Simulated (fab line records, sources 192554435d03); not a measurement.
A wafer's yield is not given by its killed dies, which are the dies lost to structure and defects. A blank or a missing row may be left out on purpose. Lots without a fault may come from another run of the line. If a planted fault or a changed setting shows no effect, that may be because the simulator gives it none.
fab line records	flow n5-finfet
record: lots: 7	wafers: 21
route steps=1938 shown BEOL_M5@1119 BEOL_M6@1204 BEOL_M7@1305
start-h: hours from the record's opening day to when the first of the lot's shown wafers began	wait-h: hours elapsed since this lot's preceding step	" the same as in the row above	L1.1+2: a row that stands for several wafers	- value missing, or start not given	* or withheld: withheld	< > ~ a bound
route shown NAME@n: names a module that has steps shown in the file, with the first one's number in the route	usual: mean/standard deviation taken from wafers without a fault	same: alike in all rows	chamber/n: place in a boat	sites: the reading at each site	_std_site: standard deviation across them	_edge_site: the outer-site mean with the inner-site mean subtracted	radius-mm: how far each site lies from the wafer's centre	mask NAME#n: copy n	behind: the tool/chamber that last shaped the wafer	hold: reason for holding the lot/hours on hold/outcome of the hold	device: the transistor (n, p or np) that didn't switch	end of line: tests of these same wafers at the route's end	where a step has no rows: the recipe by itself	killed: the dies lost at the first sort to structure and to defects; this is not the yield of the wafer	map: a wafer's dies, x killed, . not, _ none there
set.NAME: setting as actually run; set.NAME@STEP: the setting as run at that earlier step	model.NAME: the simulator's own value behind a step, which no gauge read
lots where settings were altered on purpose, with a table for each step and a row for each wafer
== steps ==
step: N5_BEOL_M5_COAT_71
recipe: resist: underlayer	temp-c: 205	time-s: 60	spin-rpm: 1500	resist-thk-nm: 5
lot.wafer	tool	chamber	start-h	wait-h	set.spin-rpm
L074.1+5+6	litho-track-02	0	-	-	1500
L075.3+4	litho-track-02	0	-	-	1500
L075.5	"	0	"	"	1443
L080.1+3	litho-track-02	0	-	-	1348
L080.2	"	0	"	"	1500
L084.2+3+5	litho-track-02	0	-	-	1500
L089.2+5	litho-track-05	0	-	-	1555
L089.6	"	0	"	"	1500
L091.4	litho-track-02	0	-	-	1500
L091.5+6	"	0	"	"	1589
L095.3+5	litho-track-04	0	-	-	1414
L095.4	"	0	"	"	1500
step: N5_BEOL_M5_COAT_05
recipe: resist: CAR-EUV	spin-rpm: 1500	resist-thk-nm: 30
step: N5_BEOL_M5_EBR_07
recipe: solvent: PGMEA	ebr-width-mm: 1.5
step: N5_BEOL_M5_DESCUM_16
recipe: chemistry: O2	time-s: 7	source-power-w: 50	bias-power-w: 20	pressure-mtorr: 20	rf-frequency-hz: 2.712e+07	temp-c: 40	resist: CAR-EUV	o2-flow-sccm: 225
step: N5_BEOL_M5_ETCH_72
recipe: chemistry: N2/H2	target: underlayer	target-depth-a: 65	mask-material: CAR-EUV	time-s: 5.2	ion-energy-ev: 200	pressure-mtorr: 30	source-w: 840	bias-w: 150	n2-flow-sccm: 200	h2-flow-sccm: 200	ends: cleared
lot.wafer	tool	chamber	start-h	wait-h	set.spin-rpm@BEOL_M5_COAT_71	model.etch.depth-nm
L074.1	rie-diel-06	3	171.52	0.0	1500	4.992
L074.5	"	3	"	"	1500	5.014
L074.6	"	2	"	"	1500	4.997
L075.3	rie-diel-06	1	173.74	0.0	1500	5.014
L075.4	"	2	"	"	1500	4.983
L075.5	"	1	"	"	1443	5.113
L080.1	rie-diel-06	3	198.37	0.0	1348	5.276
L080.2	"	2	"	"	1500	5.009
L080.3	"	1	"	"	1348	5.286
L084.2	rie-diel-01	0	221.37	0.0	1500	5.034
L084.3	"	3	"	"	1500	5.006
L084.5	"	2	"	"	1500	5.001
L089.2	rie-diel-02	0	252.65	0.0	1555	4.914
L089.5	"	0	"	"	1555	4.915
L089.6	"	1	"	"	1500	4.985
L091.4	rie-diel-01	1	283.06	0.0	1500	5.009
L091.5	"	3	"	"	1589	4.865
L091.6	"	0	"	"	1589	4.86
L095.3	rie-diel-06	2	314.18	0.0	1414	5.159
L095.4	"	1	"	"	1500	5.024
L095.5	"	1	"	"	1414	5.157
step: N5_BEOL_M6_EXPOSE_08
recipe: mask-id: M6	na: 1.35	source-shape: dipole	sigma-inner: 0.817	sigma-outer: 0.97	polarization: te	dose-mj: 68.25
lot.wafer	tool	chamber	start-h	wait-h	mask	set.dose-mj
L074.1+6	arfi-scanner-01	0	182.79	-	M6#0	68.25
L074.5	"	0	"	"	M6#0	66.22
L075.3+4	arfi-scanner-03	0	185.35	-	M6#0	68.25
L075.5	"	0	"	"	M6#0	63.58
L080.1	arfi-scanner-01	0	210.02	-	M6#0	65.4
L080.2+3	"	0	"	"	M6#0	68.25
L084.2+3+5	arfi-scanner-03	0	232.10	-	M6#0	68.25
L089.2+6	arfi-scanner-03	0	264.11	-	M6#0	63.36
L089.5	"	0	"	"	M6#0	68.25
L091.4+6	arfi-scanner-03	0	296.21	-	M6#0	68.25
L091.5	"	0	"	"	M6#0	64.53
L095.3+4+5	arfi-scanner-01	0	326.43	-	M6#0	68.25
step: N5_BEOL_M6_PEB_09
recipe: peb-temp-c: withheld	peb-time-s: 60	resist: CAR-ArF
step: N5_BEOL_M6_DEVELOP_10
recipe: develop-time-s: 30	developer: TMAH	resist: CAR-ArF	rinse-liquid: diw	dry: air-spin	dev-temp-c: 23
step: N5_BEOL_M6_CD_MEAS_11
recipe: target-cd-nm: 38.5	landing-energy-ev: 500	detector: se-inlens	polarity: opening
usual: cd-nm: 38.5/0.52
lot.wafer	tool	chamber	start-h	wait-h	set.dose-mj@BEOL_M6_EXPOSE_08	cd-nm
L074.1	cd-sem-03	0	182.91	-	68.25	39.3
L074.5	"	0	"	"	66.22	37.4
L074.6	"	0	"	"	68.25	38.8
L075.3	cd-sem-02	0	185.47	-	68.25	38.2
L075.4	"	0	"	"	68.25	39.0
L075.5	"	0	"	"	63.58	35.7
L080.1	cd-sem-02	0	210.15	-	65.4	36.2
L080.2	"	0	"	"	68.25	38.2
L080.3	"	0	"	"	68.25	38.1
L084.2	cd-sem-03	0	232.22	-	68.25	38.4
L084.3	"	0	"	"	68.25	38.1
L084.5	"	0	"	"	68.25	38.8
L089.2	cd-sem-01	0	264.23	-	63.36	34.2
L089.5	"	0	"	"	68.25	38.1
L089.6	"	0	"	"	63.36	35.1
L091.4	cd-sem-02	0	296.32	-	68.25	38.2
L091.5	"	0	"	"	64.53	34.9
L091.6	"	0	"	"	68.25	38.2
L095.3	cd-sem-01	0	326.54	-	68.25	38.5
L095.4	"	0	"	"	68.25	38.1
L095.5	"	0	"	"	68.25	38.8
step: N5_BEOL_M6_DESCUM_16
recipe: chemistry: O2	time-s: 7.9	source-power-w: 50	bias-power-w: 20	pressure-mtorr: 20	rf-frequency-hz: 2.712e+07	temp-c: 40	resist: CAR-ArF	o2-flow-sccm: 225
step: N5_BEOL_M6_ETCH_61
recipe: chemistry: CF4	target: SiARC	target-depth-a: 455	mask-material: CAR-ArF	time-s: 75.8	ion-energy-ev: 80	pressure-mtorr: 40	source-w: 545	bias-w: 36	Ar_flow_sccm: 100	cf4-flow-sccm: 100	ends: cleared
lot.wafer	tool	chamber	start-h	wait-h	set.dose-mj@BEOL_M6_EXPOSE_08	model.BEOL_M6.cd-offset-nm
L074.1	rie-diel-04	2	183.40	0.0	68.25	1
L074.5	"	3	"	"	66.22	-1.4
L074.6	"	0	"	"	68.25	0.2
L075.3	rie-diel-04	3	185.74	0.0	68.25	-0.6
L075.4	"	0	"	"	68.25	0.6
L075.5	"	1	"	"	63.58	-2.6
L080.1	rie-diel-05	1	210.27	0.0	65.4	-2.4
L080.2	"	0	"	"	68.25	-0.4
L080.3	"	3	"	"	68.25	0.2
L084.2	rie-diel-03	1	232.68	0.0	68.25	0.2
L084.3	"	2	"	"	68.25	-0.4
L084.5	"	3	"	"	68.25	0.4
L089.2	rie-diel-05	2	264.44	0.0	63.36	-4
L089.5	"	3	"	"	68.25	0
L089.6	"	2	"	"	63.36	-3.4
L091.4	rie-diel-04	0	296.47	0.0	68.25	0
L091.5	"	2	"	"	64.53	-3.2
L091.6	"	3	"	"	68.25	-0.2
L095.3	rie-diel-04	2	326.82	0.0	68.25	0.4
L095.4	"	1	"	"	68.25	-0.6
L095.5	"	2	"	"	68.25	0.6
step: N5_BEOL_M6_ETCH_62
recipe: chemistry: N2/H2	target: SOC	target-depth-a: 1100	overetch-a: 220	mask-material: SiARC	temp-c: 40	time-s: 165	ion-energy-ev: 200	pressure-mtorr: 30	source-w: 840	bias-w: 150	n2-flow-sccm: 200	h2-flow-sccm: 200
lot.wafer	tool	chamber	start-h	wait-h	set.dose-mj@BEOL_M6_EXPOSE_08	model.BEOL_M6.cd-offset-nm
L074.1	rie-diel-04	2	183.46	0.0	68.25	0.8
L074.5	"	3	"	"	66.22	-1.4
L074.6	"	0	"	"	68.25	0
L075.3	rie-diel-04	3	185.80	0.0	68.25	-0.8
L075.4	"	0	"	"	68.25	0.6
L075.5	"	1	"	"	63.58	-3
L080.1	rie-diel-05	1	210.33	0.0	65.4	-2.4
L080.2	"	0	"	"	68.25	-0.4
L080.3	"	3	"	"	68.25	-0.2
L084.2	rie-diel-03	1	232.74	0.0	68.25	1
L084.3	"	2	"	"	68.25	-0.2
L084.5	"	3	"	"	68.25	0.4
L089.2	rie-diel-05	2	264.49	0.0	63.36	-4.2
L089.5	"	3	"	"	68.25	-0.4
L089.6	"	2	"	"	63.36	-3.4
L091.4+6	rie-diel-04	0,3	296.56	0.1	68.25	-0.4
L091.5	"	2	"	"	64.53	-3.4
L095.3	rie-diel-04	2	326.87	0.0	68.25	0.2
L095.4	"	1	"	"	68.25	-0.4
L095.5	"	2	"	"	68.25	0.8
step: N5_BEOL_M6_STRIP_68
recipe: chemistry: N2/H2	temp-c: 40	n2-flow-sccm: 200	h2-flow-sccm: 200	rf-frequency-hz: 6e+07
step: N5_BEOL_M6_STRIP_67
recipe: chemistry: CF4	resist: SiARC	power-w: 300	bias-power-w: 75	pressure-mtorr: 50	cf4-flow-sccm: 150	rf-frequency-hz: 6e+07
step: N5_BEOL_M6_HM_OPEN_17
recipe: chemistry: Cl2/BCl3	target-depth-a: 200	overetch-a: 60	target: TiN	mask-material: SOC	ion-energy-ev: 150	pressure-mtorr: 10	icp-w: 1000	bias-w: 126	Cl2_flow_sccm: 53.25	bcl3-flow-sccm: 21.75	Ar_flow_sccm: 25
lot.wafer	tool	chamber	start-h	wait-h	set.dose-mj@BEOL_M6_EXPOSE_08	model.BEOL_M6.cd-offset-nm
L074.1	rie-metal-01	0	183.65	0.0	68.25	0.8
L074.5	"	1	"	"	66.22	-1.6
L074.6	"	0	"	"	68.25	0
L075.3	rie-metal-01	0	186.02	0.1	68.25	-1
L075.4	"	1	"	"	68.25	0.4
L075.5	"	1	"	"	63.58	-3
L080.1	rie-metal-03	1	210.52	0.0	65.4	-2.6
L080.2	"	0	"	"	68.25	-0.4
L080.3	"	0	"	"	68.25	-0.2
L084.2	rie-metal-01	0	232.92	0.0	68.25	0.8
L084.3	"	0	"	"	68.25	-0.4
L084.5	"	0	"	"	68.25	0.2
L089.2	rie-metal-01	1	264.68	0.0	63.36	-4.2
L089.5	"	0	"	"	68.25	-0.4
L089.6	"	1	"	"	63.36	-3.6
L091.4	rie-metal-01	0	296.71	0.1	68.25	-0.4
L091.5	"	0	"	"	64.53	-3.4
L091.6	"	1	"	"	68.25	-0.6
L095.3	rie-metal-02	0	327.23	0.2	68.25	0.2
L095.4	"	0	"	"	68.25	-0.4
L095.5	"	0	"	"	68.25	0.6
step: N5_BEOL_M6_STRIP_19
recipe: chemistry: O2	power-w: 400	temp-c: 40	pressure-mtorr: 30	rf-frequency-hz: 6e+07	bias-power-w: 0	overash-fraction: 0.2	o2-flow-sccm: 225
step: N5_BEOL_M6_CD_MEAS_18
recipe: pitch-nm: 80	target-cd-nm: 40
usual: cd-nm: 39.9/0.57
lot.wafer	tool	chamber	start-h	wait-h	set.dose-mj@BEOL_M6_EXPOSE_08	cd-nm
L074.1	cd-sem-01	-	183.95	0.0	68.25	40.7
L074.5	"	-	"	"	66.22	38.4
L074.6	"	-	"	"	68.25	40.1
L075.3	cd-sem-03	-	186.34	0.1	68.25	38.8
L075.4	"	-	"	"	68.25	40.6
L075.5	"	-	"	"	63.58	36.8
L080.1	cd-sem-03	-	210.70	0.0	65.4	37.3
L080.2	"	-	"	"	68.25	39.9
L080.3	"	-	"	"	68.25	39.9
L084.2	cd-sem-01	-	233.10	0.1	68.25	41.0
L084.3	"	-	"	"	68.25	39.7
L084.5	"	-	"	"	68.25	40.3
L089.2	cd-sem-03	-	264.88	0.1	63.36	35.7
L089.5	"	-	"	"	68.25	39.5
L089.6	"	-	"	"	63.36	36.2
L091.4	cd-sem-02	-	296.88	0.1	68.25	40.1
L091.5	"	-	"	"	64.53	37.0
L091.6	"	-	"	"	68.25	39.3
L095.3	cd-sem-01	-	327.44	0.1	68.25	40.3
L095.4	"	-	"	"	68.25	39.5
L095.5	"	-	"	"	68.25	40.7
step: N5_BEOL_M6_COAT_63
recipe: resist: SOC	temp-c: 250	time-s: 60	spin-rpm: 1500	resist-thk-nm: 60
step: N5_BEOL_M6_COAT_64
recipe: resist: SiARC	temp-c: 220	time-s: 60	spin-rpm: 1500	resist-thk-nm: 12
step: N5_BEOL_M6_PRECLEAN_42
recipe: chemistry: residue-remover	time-s: 60	temp-c: 40
step: N5_BEOL_M6_SRD_43
recipe: time-s: 30	temp-c: 23	rinse-liquid: diw	dry: ipa-marangoni
step: N5_BEOL_M6_CD_MEAS_35
recipe: target-cd-nm: 40	target-cd-y-nm: 28	polarity: opening
usual: cd-nm: 40.0/0.6
lot.wafer	tool	chamber	start-h	wait-h	set.dose-mj@BEOL_M6_EXPOSE_08	cd-nm
L074.1	cd-sem-03	-	184.97	0.0	68.25	41.1
L074.5	"	-	"	"	66.22	38.4
L074.6	"	-	"	"	68.25	40.2
L075.3	cd-sem-01	-	188.92	0.0	68.25	38.7
L075.4	"	-	"	"	68.25	40.5
L075.5	"	-	"	"	63.58	37.1
L080.1	cd-sem-03	-	212.46	0.0	65.4	37.1
L080.2	"	-	"	"	68.25	39.6
L080.3	"	-	"	"	68.25	39.8
L084.2	cd-sem-03	-	234.62	0.0	68.25	41.0
L084.3	"	-	"	"	68.25	39.6
L084.5	"	-	"	"	68.25	40.4
L089.2	cd-sem-03	-	266.00	0.0	63.36	35.6
L089.5	"	-	"	"	68.25	39.4
L089.6	"	-	"	"	63.36	36.4
L091.4	cd-sem-03	-	299.05	0.0	68.25	39.9
L091.5	"	-	"	"	64.53	36.7
L091.6	"	-	"	"	68.25	39.2
L095.3	cd-sem-02	-	329.77	0.0	68.25	39.9
L095.4	"	-	"	"	68.25	39.5
L095.5	"	-	"	"	68.25	40.8
step: N5_BEOL_M7_VIA_ETCH_34
recipe: chemistry: C4F6/O2	target: SiCOH_lowk	target-depth-a: 1255	mask-material: SOC	taper-deg: 4	time-s: 50.5	ion-energy-ev: 250	pressure-mtorr: 30	source-w: 345	bias-w: 185	Ar_flow_sccm: 300	C4F6_flow_sccm: 10	O2_flow_sccm: 10
usual: rf-vpp-V: 663/15
lot.wafer	tool	chamber	start-h	wait-h	set.bias-w	rf-vpp-V
L074.1	rie-diel-06	1	190.73	0.0	212.3	752
L074.5	"	3	"	"	185	672
L074.6	"	2	"	"	212.3	713
L075.3	rie-diel-06	1	196.77	0.0	185	673
L075.4	"	0	"	"	185	655
L075.5	"	0	"	"	198.6	693
L080.1	rie-diel-02	3	220.33	0.0	185	658
L080.2	"	0	"	"	212.2	759
L080.3	"	1	"	"	185	674
L084.2	rie-diel-01	2	241.88	0.0	185	677
L084.3	"	1	"	"	185	666
L084.5	"	3	"	"	185	661
L089.2	rie-diel-02	1	275.37	0.0	185	674
L089.5	"	3	"	"	185	656
L089.6	"	0	"	"	185	680
L091.4	rie-diel-01	0	306.92	0.0	185	640
L091.5	"	2	"	"	167.6	627
L091.6	"	1	"	"	167.6	614
L095.3	rie-diel-02	0	336.46	0.0	185	679
L095.4	"	3	"	"	209.9	725
L095.5	"	2	"	"	209.9	760
step: N5_BEOL_M7_TRENCH_ETCH_37
recipe: chemistry: C4F6/O2	target-depth-a: 934.78	target: SiCOH_lowk	time-s: 31.2	ion-energy-ev: 250	pressure-mtorr: 30	source-w: 345	bias-w: 185	Ar_flow_sccm: 300	C4F6_flow_sccm: 10	O2_flow_sccm: 10
lot.wafer	tool	chamber	start-h	wait-h	set.time-s	model.BEOL_M7.feature-depth-nm	model.etch.depth-nm
L074.1	rie-diel-06	1	-	-	33.91	99.8	99.81
L074.5+6	"	3,2	"	"	33.91	102.4	102.4
L075.3	rie-diel-06	1	-	-	27.46	82	82.01
L075.4	"	0	"	"	31.2	92	91.97
L075.5	"	0	"	"	31.2	92.2	92.25
L080.1	rie-diel-02	3	-	-	31.2	91.4	91.3
L080.2	"	0	"	"	29.32	86.8	86.76
L080.3	"	1	"	"	29.32	88.8	88.79
L084.2	rie-diel-01	2	-	-	31.2	91.4	91.44
L084.3	"	1	"	"	31.2	94.4	94.41
L084.5	"	3	"	"	31.2	91.2	91.23
L089.2	rie-diel-02	1	-	-	31.2	94.6	94.51
L089.5	"	3	"	"	31.2	91.2	91.26
L089.6	"	0	"	"	31.2	94.2	94.25
L091.4	rie-diel-01	0	-	-	37.31	111.2	111.1
L091.5	"	2	"	"	37.31	114.8	114.8
L091.6	"	1	"	"	31.2	94.2	94.18
L095.3	rie-diel-02	0	-	-	34.11	105.4	105.4
L095.4	"	3	"	"	31.2	92.6	92.67
L095.5	"	2	"	"	34.11	103.2	103.1
step: N5_BEOL_M7_ETCH_41
recipe: chemistry: CH3F/O2	target: SiCN	target-depth-a: 319	taper-deg: 2	time-s: 57.8	ion-energy-ev: 120	mask-material: TiN	pressure-mtorr: 30	source-w: 395	bias-w: 75	Ar_flow_sccm: 150	CH3F_flow_sccm: 30	O2_flow_sccm: 20
step: N5_BEOL_M7_STRIP_80
recipe: chemistry: N2/H2	time-s: 10	power-w: 450	temp-c: 40	pressure-mtorr: 20	rf-frequency-hz: 6e+07	bias-power-w: 7	n2-flow-sccm: 200	h2-flow-sccm: 200
step: N5_BEOL_M7_OCD_MEAS_38
usual: trench-depth-nm: 93.3/1.4
lot.wafer	tool	chamber	start-h	wait-h	set.time-s@BEOL_M7_TRENCH_ETCH_37	trench-depth-nm
L074.1	ocd-02	-	190.98	-	33.91	100.4
L074.5	"	-	"	"	33.91	102.2
L074.6	"	-	"	"	33.91	102.4
L075.3	ocd-01	-	197.02	-	27.46	82.5
L075.4	"	-	"	"	31.2	91.8
L075.5	"	-	"	"	31.2	92.0
L080.1	ocd-01	-	220.58	-	31.2	90.9
L080.2	"	-	"	"	29.32	86.7
L080.3	"	-	"	"	29.32	88.1
L084.2	ocd-02	-	242.13	-	31.2	91.7
L084.3	"	-	"	"	31.2	94.4
L084.5	"	-	"	"	31.2	91.5
L089.2	ocd-02	-	275.62	-	31.2	94.6
L089.5	"	-	"	"	31.2	91.3
L089.6	"	-	"	"	31.2	94.1
L091.4	ocd-01	-	307.17	-	37.31	111.5
L091.5	"	-	"	"	37.31	115.2
L091.6	"	-	"	"	31.2	94.2
L095.3	ocd-01	-	336.71	-	34.11	105.3
L095.4	"	-	"	"	31.2	93.1
L095.5	"	-	"	"	34.11	103.1
step: N5_BEOL_M7_HM_STRIP_39
recipe: chemistry: peroxide-tin-strip	material: TiN	target-depth-a: 250	temp-c: 50	time-s: 158
step: N5_BEOL_M7_SRD_40
recipe: time-s: 30	temp-c: 23	rinse-liquid: diw	dry: ipa-marangoni
step: N5_BEOL_M7_ECD_50
recipe: material: Cu	target-thk-a: 3000
step: N5_BEOL_M7_ANNEAL_51
recipe: temp-c: 225	time-s: 90	ambient: N2
step: N5_BEOL_M7_CMP_52
recipe: stop-on: SiCOH_lowk	t-overpolish-s: 6.9	down-force-psi: 1	platen-rpm: 50	clearing-platen-down-force-psi: 1.5	clearing-platen-rpm: 50	post-cmp-clean: cu-alkaline	target-thk-nm: 80	clearing-platen-pad-velocity-m-s: 0.99484	pad-velocity-m-s: 0.99484
lot.wafer	tool	chamber	start-h	wait-h	set.time-s@BEOL_M7_TRENCH_ETCH_37	model.Cu_of_BEOL_M7_ECD_50.thk-nm
L074.1	cmp-03	1	193.15	0.3	33.91	85.4
L074.6	"	0	"	"	33.91	87.2
L074.5	"	1	"	"	33.91	87.4
L075.4+5	cmp-03	3	199.03	0.2	31.2	77.2
L075.3	"	1	"	"	27.46	67.8
L080.1	cmp-01	3	223.49	0.3	31.2	76.2
L080.3	"	0	"	"	29.32	75.6
L080.2	"	2	"	"	29.32	73.6
L084.3	cmp-03	0	247.50	0.2	31.2	80.2
L084.2	"	1	"	"	31.2	78.8
L084.5	"	0	"	"	31.2	77.4
L089.2	cmp-01	3	278.43	0.2	31.2	81.6
L089.6	"	2	"	"	31.2	81
L089.5	"	3	"	"	31.2	79
L091.4	cmp-01	1	309.18	0.1	37.31	99
L091.6	"	1	"	"	31.2	81.8
L091.5	"	2	"	"	37.31	102
L095.3	cmp-01	1	339.16	0.2	34.11	93.4
L095.4	"	2	"	"	31.2	80
L095.5	"	0	"	"	34.11	90.4
step: N5_BEOL_M7_THK_MEAS_53
recipe: thk-meas-gauge: xrf	reads: Cu_of_BEOL_M7_ECD_50
usual: M7_THK: 81.1/1.9
lot.wafer	tool	chamber	start-h	wait-h	set.time-s@BEOL_M7_TRENCH_ETCH_37	M7_THK[nm]
L074.1	film-metro-02	-	193.40	-	33.91	86.5
L074.5	"	-	"	"	33.91	88.6
L074.6	"	-	"	"	33.91	88.3
L075.3	film-metro-02	-	199.29	-	27.46	68.4
L075.4	"	-	"	"	31.2	77.9
L075.5	"	-	"	"	31.2	78.0
L080.1	film-metro-02	-	223.79	-	31.2	76.8
L080.2	"	-	"	"	29.32	74.1
L080.3	"	-	"	"	29.32	76.0
L084.2	film-metro-02	-	247.76	-	31.2	79.6
L084.3	"	-	"	"	31.2	81.1
L084.5	"	-	"	"	31.2	78.1
L089.2	film-metro-02	-	278.69	-	31.2	83.1
L089.5	"	-	"	"	31.2	80.1
L089.6	"	-	"	"	31.2	82.3
L091.4	film-metro-02	-	309.47	-	37.31	101.5
L091.5	"	-	"	"	37.31	103.9
L091.6	"	-	"	"	31.2	83.4
L095.3	film-metro-02	-	339.41	-	34.11	94.9
L095.4	"	-	"	"	31.2	81.2
L095.5	"	-	"	"	34.11	91.7
step: N5_BEOL_M7_PRE_CLEAN_55
recipe: gas: NH3	time-s: 15	temp-c: withheld	rf-power-w: 300
step: N5_BEOL_M7_DEP_56
recipe: material: SiCN	target-thk-a: 100	temp-c: withheld	precursor: 3MS/NH3	pressure-torr: 3	rf-w: 202	time-s: 17.5
step: N5_BEOL_M7_RS_MEAS_57
recipe: thk-meas-gauge: four-point-probe	reads: Cu_of_BEOL_M7_ECD_50+Co_of_BEOL_M7_CVD_78+TaN_of_BEOL_M7_ALD_77
usual: M7_RS: 0.286/0.0074
lot.wafer	tool	chamber	start-h	wait-h	set.time-s@BEOL_M7_TRENCH_ETCH_37	M7_RS[ohm/sq]
L074.1	film-metro-02	-	193.53	0.1	33.91	0.265
L074.5	"	-	"	"	33.91	0.257
L074.6	"	-	"	"	33.91	0.258
L075.3	film-metro-02	-	199.42	0.1	27.46	0.348
L075.4	"	-	"	"	31.2	0.298
L075.5	"	-	"	"	31.2	0.297
L080.1	film-metro-02	-	223.92	0.1	31.2	0.302
L080.2	"	-	"	"	29.32	0.315
L080.3	"	-	"	"	29.32	0.304
L084.2	film-metro-02	-	247.89	0.1	31.2	0.291
L084.3	"	-	"	"	31.2	0.285
L084.5	"	-	"	"	31.2	0.297
L089.2	film-metro-02	-	278.82	0.1	31.2	0.279
L089.5	"	-	"	"	31.2	0.290
L089.6	"	-	"	"	31.2	0.282
L091.4	film-metro-02	-	309.61	0.0	37.31	0.223
L091.5	"	-	"	"	37.31	0.215
L091.6	"	-	"	"	31.2	0.278
L095.3	film-metro-02	-	339.54	0.1	34.11	0.239
L095.4	"	-	"	"	31.2	0.286
L095.5	"	-	"	"	34.11	0.247
== key ==
split: step: N5_BEOL_M5_COAT_71	setting: spin-rpm	stated: 1500	by: wafer
response: step: N5_BEOL_M5_ETCH_72	reading: model.etch.depth-nm	change: -0.0256	per: 1%	r: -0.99
split: step: N5_BEOL_M6_EXPOSE_08	setting: dose-mj	stated: 68.25	by: wafer
response: step: N5_BEOL_M6_CD_MEAS_11	reading: cd-nm	change: +0.488	per: 1%	r: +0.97
response: step: N5_BEOL_M6_ETCH_61	reading: model.BEOL_M6.cd-offset-nm	change: +0.498	per: 1%	r: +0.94
response: step: N5_BEOL_M6_ETCH_62	reading: model.BEOL_M6.cd-offset-nm	change: +0.484	per: 1%	r: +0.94
response: step: N5_BEOL_M6_HM_OPEN_17	reading: model.BEOL_M6.cd-offset-nm	change: +0.486	per: 1%	r: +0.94
response: step: N5_BEOL_M6_CD_MEAS_18	reading: cd-nm	change: +0.5	per: 1%	r: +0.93
response: step: N5_BEOL_M6_CD_MEAS_35	reading: cd-nm	change: +0.485	per: 1%	r: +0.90
split: step: N5_BEOL_M7_VIA_ETCH_34	setting: bias-w	stated: 185	by: wafer
response: step: N5_BEOL_M7_VIA_ETCH_34	reading: rf-vpp-V	change: +4.64	per: 1%	r: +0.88
split: step: N5_BEOL_M7_TRENCH_ETCH_37	setting: time-s	stated: 31.2	by: wafer
response: step: N5_BEOL_M7_TRENCH_ETCH_37	reading: model.BEOL_M7.feature-depth-nm	change: +0.953	per: 1%	r: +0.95
response: step: N5_BEOL_M7_TRENCH_ETCH_37	reading: model.etch.depth-nm	change: +0.951	per: 1%	r: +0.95
response: step: N5_BEOL_M7_OCD_MEAS_38	reading: trench-depth-nm	change: +0.94	per: 1%	r: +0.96
response: step: N5_BEOL_M7_CMP_52	reading: model.Cu_of_BEOL_M7_ECD_50.thk-nm	change: +0.922	per: 1%	r: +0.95
response: step: N5_BEOL_M7_THK_MEAS_53	reading: M7_THK	change: +0.947	per: 1%	r: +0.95
response: step: N5_BEOL_M7_RS_MEAS_57	reading: M7_RS	change: -0.00338	per: 1%	r: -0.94
